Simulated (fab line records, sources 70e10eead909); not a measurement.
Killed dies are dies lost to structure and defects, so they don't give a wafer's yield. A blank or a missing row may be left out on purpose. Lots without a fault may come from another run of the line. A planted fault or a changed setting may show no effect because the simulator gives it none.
A struck lot beside a sound one | flow nand_harc | 14 steps out of a route of 1159
Sound: wafers L419.1, L419.3, L419.6. Struck: wafers L414.2, L414.3, L414.5. The cause comes at the end.
At each step with rows: each side's tool, then ch and its chambers, then its first start. Under that, the readings that differ: sound wafers | struck wafers | difference of the means | sigmas: that difference in standard deviations of wafers without a fault.
alike: readings whose means differ by less than 2 such deviations, and words and numbers that are the same on both sides. not compared: withheld readings, readings that some wafer has no value for, bounds like >300 that may hide the same value, and numbers for which the record gives no deviation and whose values overlap.
The two part at a step that has a row with sigmas, a row that says differs or no value, or rows on one side only. Numbers that don't overlap but have no deviation are shown without sigmas and don't part them. A reading that every wafer of one side lacks parts them only if that side has two wafers or more.

first, 1 step without rows for these wafers: NHARC_A_CONTACT_ETCH_112 (etches the open film in C4F8/O2/Ar, time 94 s, target depth 922 nm).
NHARC_A_CONTACT_ETCH_113: etches the open film in C4F8/O2/Ar, time 94 s, target depth 922 nm.
  sound on har_cap_etch-01 ch 0, day 20 16:53; struck on har_cap_etch-01 ch 0,1, day 19 11:46
  alike: chamber_pressure_mTorr, oes_air_line_au
  not compared: rf_hours_counter_h
NHARC_A_CONTACT_ETCH_114: etches the open film in C4F8/O2/Ar, time 94 s, target depth 922 nm.
  sound on har_cap_etch-01 ch 0, day 20 16:58; struck on har_cap_etch-01 ch 0,1, day 19 11:52
  alike: chamber_pressure_mTorr, oes_air_line_au
  not compared: rf_hours_counter_h
NHARC_A_CONTACT_ETCH_115: etches the open film in C4F8/O2/Ar, time 94 s, target depth 922 nm.
  sound on har_cap_etch-01 ch 0, day 20 17:04; struck on har_cap_etch-01 ch 0,1, day 19 11:57
  alike: chamber_pressure_mTorr, oes_air_line_au
  not compared: rf_hours_counter_h
then, 3 steps without rows for these wafers: NHARC_A_CONTACT_ETCH_116 (etches the open film in C4F8/O2/Ar, time 94 s, target depth 922 nm); NHARC_A_CONTACT_ETCH_117 (etches the open film in C4F8/O2/Ar, time 94 s, target depth 922 nm); NHARC_A_CONTACT_ETCH_118 (etches the open film in C4F8/O2/Ar, time 94 s, target depth 922 nm).
NHARC_A_CONTACT_ETCH_119: etches the open film in C4F8/O2/Ar, time 94 s, target depth 922 nm.
  sound on har_cap_etch-01 ch 0, day 20 17:25; struck on har_cap_etch-01 ch 0,1, day 19 12:19
  alike: chamber_pressure_mTorr, oes_air_line_au
  not compared: rf_hours_counter_h
then, 2 steps without rows for these wafers: NHARC_A_CONTACT_ETCH_120 (etches the open film in C4F8/O2/Ar, time 94 s, target depth 922 nm); NHARC_A_CONTACT_ETCH_121 (etches the open film in C4F8/O2/Ar, time 94 s, target depth 922 nm).
NHARC_A_CONTACT_ETCH_122: etches the open film in C4F8/O2/Ar, time 95 s, target depth 930 nm.
  sound on har_cap_etch-01 ch 0, day 20 17:41; struck on har_cap_etch-01 ch 0,1, day 19 12:35
  alike: chamber_pressure_mTorr, oes_air_line_au
  not compared: rf_hours_counter_h
then, 1 step without rows for these wafers: NHARC_A_CONTACT_ETCH_123 (etches the open film in C4F8/O2/Ar, time 253 s, target depth 1090 nm).
NHARC_A_CONTACT_ETCH_90: etches the open film in CH3F/O2, target depth 40 nm, time 85.7 s.
  sound on rie_diel-12 ch 0,3, day 20 18:22; struck on rie_diel-12 ch 1,2, day 19 13:16
  no value came back on the struck wafers for any of 9 readings (bias_w (W), ch3f_flow_sccm (sccm) and others); on the sound wafers bias_w (W) reads 99.6 100.5 99.4
  not compared: rf_hours_counter_h
then, 1 step without rows for these wafers: NHARC_A_CONTACT_ETCH_96 (etches the open film in C4F6/O2, target depth 20 nm, time 10 s).

WHERE THEY PART
Only at NHARC_A_CONTACT_ETCH_90, within this record.

WHY: what the simulator had put in
Skipped step whole: rie_diel-12, from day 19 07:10 on, at NHARC_A_CONTACT_ETCH_90. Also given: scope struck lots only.
